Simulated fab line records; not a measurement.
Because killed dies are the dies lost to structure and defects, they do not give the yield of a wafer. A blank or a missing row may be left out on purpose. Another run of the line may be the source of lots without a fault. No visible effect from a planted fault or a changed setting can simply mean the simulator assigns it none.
Matching of chambers :: flow nand-harc :: 4 sister chambers for NHARC_P_GATE_DESCUM_61 on rie-diel-03
The step chemistry O2, time 3 s. 8 wafers are shown with their chamber, then 7 later ones without.

== WAFERS PAIRED WITH THEIR CHAMBERS ==
wafer: L080.2
chamber: 0
showerhead-plenum-p-Torr (Torr): 1.78
drypump-motor-current-A (A): 5.3

wafer: L081.5
chamber: 3
showerhead-plenum-p-Torr (Torr): 1.79
drypump-motor-current-A (A): 5.8

wafer: L087.2
chamber: 0
showerhead-plenum-p-Torr (Torr): 1.78
drypump-motor-current-A (A): 5.3

wafer: L089.1
chamber: 1
showerhead-plenum-p-Torr (Torr): 1.99
drypump-motor-current-A (A): 6.1

wafer: L089.5
chamber: 2
showerhead-plenum-p-Torr (Torr): 1.85
drypump-motor-current-A (A): 5.6

wafer: L089.6
chamber: 3
showerhead-plenum-p-Torr (Torr): 1.78
drypump-motor-current-A (A): 5.9

wafer: L091.1
chamber: 1
showerhead-plenum-p-Torr (Torr): 1.99
drypump-motor-current-A (A): 6.1

wafer: L091.4
chamber: 2
showerhead-plenum-p-Torr (Torr): 1.85
drypump-motor-current-A (A): 5.6

== WAFERS WITHOUT THEIR CHAMBER ==
wafer: L091.5
showerhead-plenum-p-Torr (Torr): 1.78
drypump-motor-current-A (A): 5.8

wafer: L093.3
showerhead-plenum-p-Torr (Torr): 1.78
drypump-motor-current-A (A): 5.2

wafer: L093.5
showerhead-plenum-p-Torr (Torr): 1.85
drypump-motor-current-A (A): 5.5

wafer: L093.6
showerhead-plenum-p-Torr (Torr): 1.78
drypump-motor-current-A (A): 5.9

wafer: L095.3
showerhead-plenum-p-Torr (Torr): 1.99
drypump-motor-current-A (A): 6.1

wafer: L095.5
showerhead-plenum-p-Torr (Torr): 1.99
drypump-motor-current-A (A): 6.1

wafer: L095.6
showerhead-plenum-p-Torr (Torr): 1.85
drypump-motor-current-A (A): 5.5

== WHICH CHAMBER EACH WENT THROUGH ==
wafer: L091.5
from the rows above: 3
in truth: 3

wafer: L093.3
from the rows above: 0
in truth: 0

wafer: L093.5
from the rows above: 2
in truth: 2

wafer: L093.6
from the rows above: 3
in truth: 3

wafer: L095.3
from the rows above: 1
in truth: 1

wafer: L095.5
from the rows above: 1
in truth: 1

wafer: L095.6
from the rows above: 2
in truth: 2
Correct placement for 7 of the 7. Number that these rows cannot place: 0. Wrongly placed: 0.
How it was worked out, from the rows above alone: a wafer's distance from a chamber is the root of the sum, over the readings, of the square of ((its reading less the chamber's mean) divided by the reading's scatter). The wafer belongs to the nearest chamber; if the next one is less than 2 further off, it can't be placed. The mean given for a chamber averages the wafers shown for that chamber. How the scatter is found: for the shown wafers, subtract from each reading the mean of its chamber, square and add these, divide the total by (wafers less chambers), then take the root.
